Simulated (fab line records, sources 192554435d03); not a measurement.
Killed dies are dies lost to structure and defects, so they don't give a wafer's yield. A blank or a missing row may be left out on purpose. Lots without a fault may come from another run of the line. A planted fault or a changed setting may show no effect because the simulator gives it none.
Chamber matching | flow n5_finfet | N5_PMOS_HMC_CHANNEL_EPI_ETCH_32 on rie_diel-01: 4 sister chambers
The step etches BARC in N2/H2, stops on SiO2, target depth 85.8 nm, time 50.3 s. 4 wafers are shown with their chamber, then 7 later ones without.

WAFERS WITH THEIR CHAMBER
wafer  | chamber | showerhead_plenum_p_Torr (Torr)
L228.4 | 0       | 2.71
L233.1 | 1       | 2.66
L234.1 | 2       | 2.45
L234.4 | 3       | 2.64

WAFERS WITHOUT THEIR CHAMBER
wafer  | showerhead_plenum_p_Torr (Torr)
L234.6 | 2.70
L235.1 | 2.70
L235.3 | 2.66
L235.5 | 2.64
L237.1 | 2.64
L237.3 | 2.70
L237.4 | 2.66

WHICH CHAMBER EACH WENT THROUGH
wafer  | from the rows above | in truth
L234.6 | 0                   | 0
L235.1 | 0                   | 0
L235.3 | 1                   | 1
L235.5 | 3                   | 3
L237.1 | 3                   | 3
L237.3 | 0                   | 0
L237.4 | 1                   | 1
Placed correctly: 7 of 7. Can't be placed from these rows: 0. Placed wrongly: 0.
How it was worked out, from the rows above alone: a wafer's distance from a chamber is the root of the sum, over the readings, of the square of ((its reading less the chamber's mean) divided by the reading's scatter). The wafer belongs to the nearest chamber; if the next one is less than 2 further off, it can't be placed. A chamber's mean is the mean of its shown wafers. The scatter: with one shown wafer a chamber, the root of the mean of the squares of how far each hidden wafer lies from its nearest shown one.
